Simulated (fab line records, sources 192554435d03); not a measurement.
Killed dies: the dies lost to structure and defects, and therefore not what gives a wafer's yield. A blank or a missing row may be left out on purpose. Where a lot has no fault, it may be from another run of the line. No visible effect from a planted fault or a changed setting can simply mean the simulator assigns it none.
fab line records | flow n5-finfet
[record] lots = 6 wafers = 18 last-day = 18
route steps=1938 shown BEOL_M8@1350 PASSIVATION@1936
lots that met no fault: from a run of the same line without faults
start-h: the number of hours between the record's first day and the start of the first shown wafer of the lot | wait-h: time in hours since the lot's previous step | " the same as in the row above | L1.1+2: several wafers, shown together as one row | - value missing, or start not given | * or withheld: withheld | < > ~ a bound
route shown NAME@n: names a module that has steps shown in the file, with the first one's number in the route | usual: mean/standard deviation of fault-free wafers | same: alike in all rows | chamber/n: place in a boat | sites: each site's reading | _std_site: standard deviation across them | _edge_site: inner sites' mean taken away from outer sites' mean | radius-mm: for every site, how far away it sits from the centre of the wafer | mask NAME#n: copy n | behind: the tool/chamber that last shaped the wafer | hold: why the lot was held/for how many hours/how that ended | device: the transistor (n, p or np) that didn't switch | end of line: the same wafers' tests at the end of the route | a step with no rows: only its recipe | killed: not the wafer's yield, but the dies lost to structure and defects at the first sort | map: per-die view of a wafer (x killed, . not killed, _ where there is no die)
set.NAME: setting as actually run; set.NAME@STEP: the setting as run at that earlier step | model.NAME: the simulator's own value behind a step, which no gauge read
lots seen at some steps along the route; tables by step, rows by wafer
services: a tool's chamber out of use, with start hour (start-h, from the record's first day; less than 0 if before it), hours out, and reason
[[steps]]
[step N5_BEOL_M8_ETCH_62]
[recipe] chemistry = N2/H2 target = SOC target-depth-a = 1100 overetch-a = 220 mask-material = SiARC temp-c = 40 time-s = 165 ion-energy-ev = 200 pressure-mtorr = 30 source-w = 840 bias-w = 150 n2-flow-sccm = 200 h2-flow-sccm = 200
[usual] drypump-motor-current-A = 5.7/0.53 oes-product-au = 0.66/0.055 rf-vpp-V = 523.3/2 showerhead-plenum-p-Torr = 2.52/0.067 throttle-valve-pct = 17.86/0.28
// columns lot.wafer tool chamber start-h wait-h drypump-motor-current-A oes-product-au rf-hours-counter-h rf-vpp-V showerhead-plenum-p-Torr throttle-valve-pct
L132.1 rie-diel-04 2 214.36 0.0 6.1 0.72 60 521.9 2.47 17.53
L132.4 " 3 " " 5.3 0.63 179 521.7 2.43 18.11
L132.5 " 1 " " 6.0 0.60 - 523.6 2.51 18.31
L138.1 rie-diel-04 2 252.82 0.0 6.2 0.70 73 521.6 2.47 17.56
L138.4 " 1 " " 6.0 0.60 244 522.4 2.51 18.35
L138.6 " 1 " " 6.1 0.59 - 521.9 2.51 18.34
L146.1 rie-diel-01 2 290.52 0.0 5.1 0.65 128 520.6 2.45 17.82
L146.2 " 3 " " 6.2 0.66 96 523.0 2.58 17.53
L146.4 " 0 " " 5.3 0.69 82 523.6 2.54 17.62
L147.4 rie-diel-04 1 298.68 0.0 6.0 0.83 3 524.6 2.50 17.94
L147.5 " 3 " " 5.3 0.61 - 520.8 2.42 18.16
L147.6 " 0 " " 6.8 0.59 - 520.6 2.38 18.15
L153.1 rie-diel-04 2 326.96 0.0 6.2 0.67 105 522.3 2.45 17.62
L153.4 " 2 " " 6.2 0.67 - 520.1 2.45 17.62
L153.5 " 3 " " 5.3 0.60 - 520.1 2.42 18.19
L155.1 rie-diel-02 3 347.84 0.0 5.0 0.58 241 524.1 2.51 18.44
L155.2 " 2 " " 5.8 0.60 236 526.7 2.61 17.86
L155.4 " 1 " " 6.6 0.57 228 523.9 2.51 18.27
[step N5_BEOL_M8_STRIP_68]
[recipe] chemistry = N2/H2 temp-c = 40 n2-flow-sccm = 200 h2-flow-sccm = 200 rf-frequency-hz = 6e+07
[step N5_BEOL_M8_STRIP_67]
[recipe] chemistry = CF4 resist = SiARC power-w = 300 bias-power-w = 75 pressure-mtorr = 50 cf4-flow-sccm = 150 rf-frequency-hz = 6e+07
[usual] drypump-motor-current-A = 5.7/0.53 oes-product-au = 0.77/0.065 power-w = 300.1/0.98 rf-vpp-V = 270.9/1.3 showerhead-plenum-p-Torr = 1.78/0.042 throttle-valve-pct = 13.63/0.28
// columns lot.wafer tool chamber start-h wait-h drypump-motor-current-A oes-product-au power-w rf-hours-counter-h rf-vpp-V showerhead-plenum-p-Torr throttle-valve-pct
L132.1 rie-diel-04 2 214.51 0.0 6.1 0.84 300.8 60 269.7 1.75 13.35
L132.4 " 3 " " 5.3 0.74 298.9 179 269.9 1.72 13.79
L132.5 " 1 " " 6.0 0.70 300.3 - 270.1 1.78 14.07
L138.1 rie-diel-04 2 252.96 0.0 6.1 0.83 301.9 73 270.7 1.75 13.38
L138.4 " 1 " " 6.0 0.70 299.7 244 270.6 1.78 14.10
L138.6 " 1 " " 6.0 0.69 299.9 - 271.7 1.78 14.09
L146.1 rie-diel-01 2 290.67 0.0 5.1 0.76 299.8 128 270.1 1.73 13.61
L146.2 " 3 " " 6.3 0.78 301.3 96 270.7 1.81 13.21
L146.4 " 0 " " 5.3 0.82 298.8 82 272.3 1.80 13.54
L147.4 rie-diel-04 1 298.83 0.0 6.0 0.98 301.2 3 271.3 1.77 13.54
L147.5 " 3 " " 5.3 0.73 300.2 - 268.1 1.71 13.87
L147.6 " 0 " " 6.8 0.69 298.4 - 268.6 1.69 14.05
L153.1 rie-diel-04 2 327.11 0.0 6.2 0.80 299.2 105 271.2 1.74 13.46
L153.4 " 2 " " 6.2 0.80 298.9 - 268.0 1.74 13.44
L153.5 " 3 " " 5.3 0.72 299.8 - 269.4 1.71 13.91
L155.1 rie-diel-02 3 347.99 0.0 5.0 0.68 298.9 241 270.8 1.78 14.19
L155.2 " 2 " " 5.8 0.71 301.0 236 272.1 1.83 13.72
L155.4 " 1 " " 6.6 0.68 299.6 228 270.1 1.77 13.96
[step N5_BEOL_M8_HM_OPEN_17]
[recipe] chemistry = Cl2/BCl3 target-depth-a = 200 overetch-a = 60 target = TiN mask-material = SOC ion-energy-ev = 150 pressure-mtorr = 10 icp-w = 1000 bias-w = 126 Cl2_flow_sccm = 53.25 bcl3-flow-sccm = 21.75 Ar_flow_sccm = 25
[usual] drypump-motor-current-A = 5.6/0.42 oes-product-au = 0.66/0.1 throttle-valve-pct = 22.15/0.22
// columns lot.wafer tool chamber start-h wait-h drypump-motor-current-A oes-product-au rf-hours-counter-h throttle-valve-pct
L132.1 rie-metal-02 1 214.55 0.0 5.7 0.55 116 22.26
L132.4 " 1 " " 5.7 0.55 - 22.26
L132.5 " 0 " " 4.9 0.58 - 21.98
L138.1 rie-metal-01 1 253.00 0.0 5.7 0.73 21 22.48
L138.4 " 1 " " 5.7 0.74 - 22.49
L138.6 " 1 " " 5.7 0.73 - 22.48
L146.1 rie-metal-03 0 290.71 0.0 6.0 0.78 9 21.99
L146.2 " 1 " " 5.5 0.58 86 22.46
L146.4 " 0 " " 6.0 0.78 - 21.98
L147.4 rie-metal-02 0 298.96 0.1 4.9 0.55 - 22.02
L147.5 " 0 " " 4.9 0.56 - 22.00
L147.6 " 0 " " 4.9 0.56 - 22.01
L153.1 rie-metal-03 1 327.22 0.1 5.5 0.56 89 22.51
L153.4 " 1 " " 5.5 0.58 - 22.48
L153.5 " 0 " " 6.0 0.77 - 21.98
L155.1 rie-metal-01 1 348.03 0.0 5.7 0.72 30 22.49
L155.2 " 0 " " 6.1 0.71 23 21.95
L155.4 " 0 " " 6.1 0.73 - 21.94
[step N5_BEOL_M8_STRIP_19]
[recipe] chemistry = O2 power-w = 400 temp-c = 40 pressure-mtorr = 30 rf-frequency-hz = 6e+07 bias-power-w = 0 overash-fraction = 0.2 o2-flow-sccm = 225
[usual] drypump-motor-current-A = 5.8/0.52 oes-product-au = 0.78/0.072 rf-vpp-V = 3.7/0.66 showerhead-plenum-p-Torr = 2.07/0.059 throttle-valve-pct = 16.74/0.27
// columns lot.wafer tool chamber start-h wait-h drypump-motor-current-A oes-product-au rf-hours-counter-h rf-vpp-V showerhead-plenum-p-Torr throttle-valve-pct
L132.1 rie-diel-01 3 214.66 0.1 6.3 0.80 75 3.5 2.11 16.19
L132.4 " 0 " " 5.3 0.85 61 4.5 2.13 16.67
L132.5 " 0 " " 5.3 0.84 - 4.2 2.13 16.66
L138.1 rie-diel-04 2 253.16 0.1 6.2 0.84 73 3.3 2.03 16.40
L138.4 " 1 " " 6.0 0.70 244 4.2 2.08 17.20
L138.6 " 2 " " 6.1 0.84 - 3.7 2.03 16.40
L146.1 rie-diel-04 1 290.82 0.1 6.0 1.00 0 4.5 2.08 16.79
L146.2 " 3 " " 5.3 0.73 208 2.8 2.00 16.96
L146.4 " 0 " " 6.8 0.69 240 3.3 1.98 17.17
L147.4 rie-diel-01 0 299.15 0.2 5.3 0.81 85 4.0 2.12 16.71
L147.5 " 3 " " 6.2 0.78 - 4.2 2.10 16.23
L147.6 " 2 " " 5.2 0.76 - 3.6 2.03 16.76
L153.1 rie-diel-04 3 327.39 0.1 5.3 0.72 224 3.3 2.00 16.98
L153.4 " 2 " " 6.2 0.81 - 2.4 2.01 16.46
L153.5 " 1 " " 6.0 0.92 - 3.8 2.07 16.81
L155.1 rie-diel-01 1 348.14 0.1 5.5 0.77 126 3.1 2.13 16.76
L155.2 " 0 " " 5.3 0.80 102 4.3 2.11 16.75
L155.4 " 3 " " 6.3 0.77 116 3.5 2.10 16.28
[step N5_BEOL_M8_CD_MEAS_18]
[recipe] pitch-nm = 80 target-cd-nm = 40
[usual] cd-nm = 40.0/0.62
// columns lot.wafer tool chamber start-h wait-h cd-nm
L132.1 cd-sem-01 - 214.73 0.0 40.0
L132.4 " - " " 40.2
L132.5 " - " " 39.8
L138.1 cd-sem-02 - 253.23 0.0 39.8
L138.4 " - " " 38.9
L138.6 " - " " 39.7
L146.1 cd-sem-03 - 290.89 0.0 39.7
L146.2 " - " " 40.6
L146.4 " - " " 41.1
L147.4 cd-sem-02 - 299.22 0.1 39.9
L147.5 " - " " 40.0
L147.6 " - " " 40.3
L153.1 cd-sem-03 - 327.46 0.0 39.4
L153.4 " - " " 39.9
L153.5 " - " " 39.7
L155.1 cd-sem-02 - 348.21 0.0 40.3
L155.2 " - " " 39.8
L155.4 " - " " 40.1
[step N5_BEOL_M8_COAT_63]
[recipe] resist = SOC temp-c = 250 time-s = 60 spin-rpm = 1500 resist-thk-nm = 60
[step N5_BEOL_M8_COAT_64]
[recipe] resist = SiARC temp-c = 220 time-s = 60 spin-rpm = 1500 resist-thk-nm = 12
[step N5_BEOL_M8_COAT_71]
[recipe] resist = underlayer temp-c = 205 time-s = 60 spin-rpm = 1500 resist-thk-nm = 5
[step N5_BEOL_M8_COAT_22]
[recipe] resist = CAR-EUV spin-rpm = 1500 resist-thk-nm = 30
[step N5_BEOL_M8_EBR_24]
[recipe] solvent = PGMEA ebr-width-mm = 1.5
[step N5_BEOL_M8_SOFTBAKE_23]
[recipe] temp-c = 110 time-s = 60 resist = CAR-EUV
[step N5_BEOL_M8_EXPOSE_25]
[recipe] mask-id = V7 na = 0.33 source-shape = annular sigma-inner = 0.4 sigma-outer = 0.8 polarization = unpolarized target-cd-nm = 40 dose-mj = 42.5
// columns lot.wafer tool chamber start-h wait-h mask model.BEOL_M8.overlay-x-nm
L132.1+4+5 euv-scanner-01 0 215.27 - V7#0 -0.4
L138.1+4+6 euv-scanner-02 0 254.27 - V7#0 -0.2
L146.1+2+4 euv-scanner-01 0 291.98 - V7#0 4.6
L147.4+5+6 euv-scanner-01 0 299.54 - V7#0 4.2
L153.1+4+5 euv-scanner-02 0 330.32 - V7#0 0
L155.1+2+4 euv-scanner-02 0 350.61 - V7#0 0
[step N5_BEOL_M8_PEB_26]
[recipe] peb-temp-c = 100 peb-time-s = 60 resist = CAR-EUV
[step N5_BEOL_M8_DEVELOP_27]
[recipe] develop-time-s = 30 developer = TMAH resist = CAR-EUV rinse-liquid = surfactant-rinse dry = air-spin dev-temp-c = 23
[step N5_BEOL_M8_CD_MEAS_28]
[recipe] target-cd-nm = 40 landing-energy-ev = 500 detector = se-inlens
[usual] cd-nm = 40.04/0.24
// columns lot.wafer tool chamber start-h wait-h cd-nm
L132.1 cd-sem-02 0 215.41 - 40.43
L132.4 " 0 " " 40.01
L132.5 " 0 " " 40.09
L138.1 cd-sem-03 0 254.40 - 40.24
L138.4 " 0 " " 40.28
L138.6 " 0 " " 40.11
L146.1 cd-sem-03 0 292.12 - 40.12
L146.2 " 0 " " 40.20
L146.4 " 0 " " 40.24
L147.4 cd-sem-02 0 299.66 - 40.26
L147.5 " 0 " " 40.05
L147.6 " 0 " " 40.13
L153.1 cd-sem-02 0 330.45 - 39.72
L153.4 " 0 " " 39.85
L153.5 " 0 " " 40.26
L155.1 cd-sem-01 0 350.75 - 40.51
L155.2 " 0 " " 40.09
L155.4 " 0 " " 40.14
[step N5_BEOL_M8_OVL_MEAS_29]
[recipe] points-per-wafer = 522
[usual] V7_OVL = 0.0/0.77
[same] points-per-wafer = 522
// columns lot.wafer tool chamber start-h wait-h V7_OVL[nm]
L132.1 overlay-02 0 215.44 0.0 -1.2
L132.4 " 0 " " -1.0
L132.5 " 0 " " -0.7
L138.1 overlay-01 0 254.43 0.0 0.5
L138.4 " 0 " " -0.4
L138.6 " 0 " " -0.4
L146.1 overlay-01 0 292.15 0.0 3.1
L146.2 " 0 " " 3.4
L146.4 " 0 " " 4.0
L147.4 overlay-02 0 299.70 0.0 3.4
L147.5 " 0 " " 3.9
L147.6 " 0 " " 3.2
L153.1 overlay-01 0 330.48 0.0 0.6
L153.4 " 0 " " 0.4
L153.5 " 0 " " 0.9
L155.1 overlay-02 0 350.78 0.0 0.8
L155.2 " 0 " " 0.8
L155.4 " 0 " " 0.0
[step N5_BEOL_M8_INSPECT_30]
[recipe] mode = adi inspect-instrument = brightfield
[usual] raw-defect-count = 407/110
// columns lot.wafer tool chamber start-h wait-h raw-defect-count
L132.1 defect-inspect-02 - 215.49 0.1 381
L132.4 " - " " 350
L132.5 " - " " 388
L138.1 defect-inspect-02 - 254.49 0.1 331
L138.4 " - " " 491
L138.6 " - " " 355
L146.1 defect-inspect-01 - 292.20 0.1 326
L146.2 " - " " 402
L146.4 " - " " 289
L147.4 defect-inspect-01 - 299.74 0.0 256
L147.5 " - " " 353
L147.6 " - " " 290
L153.1 defect-inspect-01 - 330.54 0.1 327
L153.4 " - " " 389
L153.5 " - " " 417
L155.1 defect-inspect-01 - 350.84 0.1 652
L155.2 " - " " 388
L155.4 " - " " 493
[step N5_PASSIVATION_PROBE_49]
[usual] defect-limited-yield = 91.3/1.4 killed_at_M0_to_M3 = 36/11 killed_at_M4_up = 13/5.2 killed-at-contacts = 13/6.5 killed-at-front-end = 37/11 killed-at-other = 3.6/2.9 killed-dies = 103/17 killed-open = 68/12 killed-short = 33/7.3 sort_bin_4_leakage = 0.01/0.039 sort_bin_5_function = 5.2/0.91 sort_bin_6_memory = 3.2/0.67 sort-n-pass = 1077/17 sort-yield-pct = 91.3/1.4
[same] gross-dies = 1180 killed-at-back-side = 0 sort_bin_8_speed[%] = 0
// columns lot.wafer tool chamber start-h wait-h defect-limited-yield[%] killed_at_M0_to_M3 killed_at_M4_up killed-at-contacts killed-at-front-end killed-at-other killed-dies killed-open killed-short sort_bin_4_leakage[%] sort_bin_5_function[%] sort_bin_6_memory[%] sort-n-pass sort-yield-pct[%]
L132.1 prober-01 - 289.83 0.0 92.5 32 3 12 41 0 88 67 21 0 4.7 2.5 1092 92.5
L132.4 prober-01 - 289.98 0.2 91.0 27 11 19 46 3 106 73 32 0 5.4 3.4 1074 91.0
L132.5 prober-01 - 290.03 0.2 92.8 28 11 19 26 1 85 65 19 0 4.7 2.4 1095 92.8
// killed by level:class
L132.1 STI_FIN_REVEAL:geometric-particle:open=12 MOL_CONTACT_COAG:geometric-particle:open=9 BEOL_M1:geometric-particle:open=9 FIN_SAQP:geometric-particle:open=7 BEOL_M0:geometric-particle:open=7 BEOL_M3:geometric-particle:open=6 BEOL_M2:geometric-particle:open=4 FIN_SAQP:geometric-particle:short=3
L132.4 MOL_CONTACT_COAG:geometric-particle:open=16 FIN_SAQP:geometric-particle:open=10 STI_FIN_REVEAL:geometric-particle:open=7 GATE_CUT:geometric-particle:open=7 GATE_CUT:geometric-particle:short=5 BEOL_M0_SAQP:geometric-particle:short=5 BEOL_M0_SAQP:geometric-particle:open=4 BEOL_M0:geometric-particle:short=4
L132.5 MOL_CONTACT_COAG:geometric-particle:open=17 STI_FIN_REVEAL:geometric-particle:open=9 BEOL_M3:geometric-particle:open=9 STI_FIN_REVEAL:geometric-particle:short=6 BEOL_M0:geometric-particle:open=6 BEOL_M4:geometric-particle:open=5 GATE_CUT:geometric-particle:open=3 BEOL_M2:geometric-particle:open=3
[[services]]
// columns tool chamber start-h hours kind
euv-scanner-02 0 197.86 - calibration
rie-metal-03 0 202.61 15.0 repair
rie-diel-02 0 211.43 - clean
rie-diel-01 - 226.88 11.4 repair
euv-scanner-01 - 229.10 0.4 repair
euv-scanner-02 - 230.37 4.6 pm
euv-scanner-01 - 239.03 1.0 pm
euv-scanner-01 - 250.34 4.6 pm
rie-diel-02 0 269.78 9.7 repair
rie-diel-01 - 271.78 1.1 repair
rie-diel-04 1 272.31 - clean
rie-diel-04 1 272.31 - consumable-replace:focus-ring
rie-diel-04 1 272.31 14.9 scheduled-down
rie-diel-04 1 272.31 14.9 vent-cycle
euv-scanner-01 0 273.81 - calibration
euv-scanner-02 - 288.29 1.0 pm
euv-scanner-01 - 295.18 1.0 pm
rie-diel-04 0 317.81 - clean
rie-diel-04 0 317.81 - consumable-replace:focus-ring
rie-diel-04 0 317.81 - consumable-replace:showerhead
rie-diel-04 0 317.81 13.8 scheduled-down
rie-diel-04 0 317.81 13.8 vent-cycle
euv-scanner-02 - 333.13 11.1 repair
euv-scanner-02 - 344.44 1.0 pm
[[key]]
[first-sign] step = N5_BEOL_M8_OVL_MEAS_29 reading = V7_OVL direction = up sigmas = 4.5 usual = 0.0 struck = 3.5
effect none on later readings
[model-effect] step = N5_BEOL_M8_EXPOSE_25 value = BEOL_M8.overlay-x-nm without = 0.6 struck = 4.4
met-at N5_BEOL_M8_EXPOSE_25
struck-wafers L146.1,L146.2,L146.4,L147.4,L147.5,L147.6
onset-between 215.27 291.98
[fault] kind = scanner-matching-overlay tool = euv-scanner-01 chamber = - onset-h = 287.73 steps = N5_BEOL_M8_EXPOSE_25 offset = 3.8573
